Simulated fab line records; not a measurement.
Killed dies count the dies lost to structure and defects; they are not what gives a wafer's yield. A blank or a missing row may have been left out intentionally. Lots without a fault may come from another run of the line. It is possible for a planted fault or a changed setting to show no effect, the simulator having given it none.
Commonality check across tools | flow n5 finfet | 8 lots, 24 wafers sampled

## WHAT PROMPTED THE OPENING
On 3 of the 8 lots, a flag is raised at N5_BEOL_M0_OCD_MEAS_108 on the reading trench depth nm. Wafers without a fault read 33.0 nm, standard deviation 0.49.
Rule: a lot is flagged in two cases, either no wafer of it has a number, or all its wafers with numbers fall more than 4 standard deviations from that mean. All remaining lots are regarded as sound.

lot  | measured     | on     | trench depth nm (nm), wafer by wafer | flag
L376 | day 5 17:58  | ocd-01 | 32.8 33.0 33.8                       |
L380 | day 6 18:00  | ocd-01 | 0 0.2 0                              | FLAGGED
L381 | day 7 01:14  | ocd-01 | 0 0.2 0.3                            | FLAGGED
L383 | day 7 15:14  | ocd-01 | 0 0.4 0                              | FLAGGED
L390 | day 9 19:54  | ocd-02 | 33.0 33.7 32.4                       |
L392 | day 9 23:00  | ocd-01 | 32.6 32.3 33.7                       |
L398 | day 11 10:25 | ocd-02 | 32.6 32.4 33.4                       |
L399 | day 12 10:22 | ocd-02 | 32.8 33.1 32.4                       |
On average the flagged lots' numbers are 0.1 nm, which is -32.9 nm against the usual, or -67 standard deviations.

## WHICH TOOL RAN EACH LOT
3 process steps preceding the reading are held in the record, out of 1938 steps in the route. Each cell gives the tool, then ch followed by the chambers the sampled wafers passed through, then the start.
lot  | flag    | N5_BEOL_M0_SAQP_DESCUM_45         | N5_BEOL_M0_HM_OPEN_105            | N5_BEOL_M0_ETCH_128
L376 |         | rie diel-05 ch 0,1,3, day 5 14:50 | rie metal-02 ch 0, day 5 17:22    | rie diel-03 ch 0,3, day 5 17:49
L380 | FLAGGED | rie diel-06 ch 0,1, day 6 14:19   | rie metal-03 ch 0, day 6 17:11    | rie diel-03 ch 0,1,2, day 6 17:52
L381 | FLAGGED | rie diel-06 ch 0,1,3, day 6 20:32 | rie metal-03 ch 0,1, day 7 00:49  | rie diel-03 ch 2,3, day 7 01:05
L383 | FLAGGED | rie diel-02 ch 0,3, day 7 12:26   | rie metal-02 ch 1, day 7 14:47    | rie diel-01 ch 0,1,3, day 7 15:05
L390 |         | rie diel-06 ch 0,1, day 9 14:28   | rie metal-03 ch 1, day 9 19:23    | rie diel-04 ch 1,3, day 9 19:44
L392 |         | rie diel-06 ch 0,1,2, day 9 18:38 | rie metal-03 ch 0,1, day 9 22:23  | rie diel-04 ch 0,1,3, day 9 22:51
L398 |         | rie diel-02 ch 0,2, day 11 07:19  | rie metal-03 ch 0,1, day 11 09:50 | rie diel-04 ch 0,1, day 11 10:16
L399 |         | rie diel-02 ch 0,3, day 12 05:35  | rie metal-02 ch 0,1, day 12 09:55 | rie diel-04 ch 1,2,3, day 12 10:13
These steps, and what they do:
- N5_BEOL_M0_SAQP_DESCUM_45: chemistry O2, time 7 s.
- N5_BEOL_M0_HM_OPEN_105: chemistry Cl2/BCl3, target TiN, target depth 12 nm.
- N5_BEOL_M0_ETCH_128: etches SiCN in CF4/N2, target depth 12 nm, overetch 5.1 nm, time 21.4 s.
- N5_BEOL_M0_OCD_MEAS_108

## FLAGGED AGAINST TOTAL, ONE TOOL AT A TIME (gauges that did the reading follow at the end)
step                      | tool         | lots run | flagged | share of the flagged lots | sound lots run after its first flagged lot
N5_BEOL_M0_SAQP_DESCUM_45 | rie diel-02  | 3        | 1       | some                      | 2 (L398,L399)
N5_BEOL_M0_SAQP_DESCUM_45 | rie diel-05  | 1        | 0       | none                      | -
N5_BEOL_M0_SAQP_DESCUM_45 | rie diel-06  | 4        | 2       | some                      | 2 (L390,L392)
N5_BEOL_M0_HM_OPEN_105    | rie metal-02 | 3        | 1       | some                      | 1 (L399)
N5_BEOL_M0_HM_OPEN_105    | rie metal-03 | 5        | 2       | some                      | 3 (L390,L392,L398)
N5_BEOL_M0_ETCH_128       | rie diel-01  | 1        | 1       | some                      | 0
N5_BEOL_M0_ETCH_128       | rie diel-03  | 3        | 2       | some                      | 0
N5_BEOL_M0_ETCH_128       | rie diel-04  | 4        | 0       | none                      | -
N5_BEOL_M0_OCD_MEAS_108   | ocd-01       | 5        | 3       | all                       | 1 (L392)
N5_BEOL_M0_OCD_MEAS_108   | ocd-02       | 3        | 0       | none                      | -

## WHAT THE TABLE ALLOWS
In the table, 1 row covers all flagged lots: ocd-01 at N5_BEOL_M0_OCD_MEAS_108.
- ocd-01 at N5_BEOL_M0_OCD_MEAS_108: 3 of its 5 lots flagged. Sound lots followed the first flagged one (L392) on it, something a lasting fault affecting the whole tool could not allow.
Every row of the table either missed a flagged lot or ran a sound lot after the first.

## WHAT THE SIMULATOR HAD PUT IN
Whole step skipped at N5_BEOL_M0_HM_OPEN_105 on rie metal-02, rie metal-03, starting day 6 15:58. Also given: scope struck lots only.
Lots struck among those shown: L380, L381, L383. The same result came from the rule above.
